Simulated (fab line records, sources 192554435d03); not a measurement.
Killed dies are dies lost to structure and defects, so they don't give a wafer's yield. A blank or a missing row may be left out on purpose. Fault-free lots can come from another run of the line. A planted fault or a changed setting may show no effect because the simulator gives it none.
Chamber matching -- flow n5Finfet -- rieDiel-02 running N5_BEOL_M7_ETCH_66: 4 sister chambers
The step etches SOC in N2/H2, target depth 80 nm, overetch 16 nm, time 120 s. 4 wafers are shown with their chamber, then 8 later ones without.

== WAFERS, EACH WITH ITS CHAMBER ==
wafer,chamber,drypumpMotorCurrentA (A)
L092.1,1,6.6
L092.2,0,6.1
L092.6,2,5.3
L091.1,3,5.2

== WAFERS WITHOUT THEIR CHAMBER ==
wafer,drypumpMotorCurrentA (A)
L091.2,6.2
L091.6,5.2
L093.1,6.1
L093.4,5.3
L093.6,5.3
L096.2,6.1
L096.4,5.3
L096.5,6.2

== EACH ONE'S CHAMBER ==
wafer,from the rows above,in truth
L091.2,0,0
L091.6,can't be placed: 3 or 2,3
L093.1,0,0
L093.4,can't be placed: 2 or 3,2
L093.6,can't be placed: 2 or 3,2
L096.2,0,0
L096.4,can't be placed: 2 or 3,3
L096.5,0,0
Placed correctly: 4 of 8. Unplaceable from these rows: 4, with the true chamber sitting among the candidates in 4. Placed wrongly: 0.
How it was worked out, from the rows above alone: a wafer's distance from a chamber is the root of the sum, over the readings, of the square of ((its reading less the chamber's mean) divided by the reading's scatter). The wafer belongs to the nearest chamber; if the next one is less than 2 further off, it can't be placed. For every chamber, the mean is computed from those of its wafers that are shown. The scatter: root of mean squared gap, hidden wafer to nearest shown wafer, with one shown wafer a chamber.
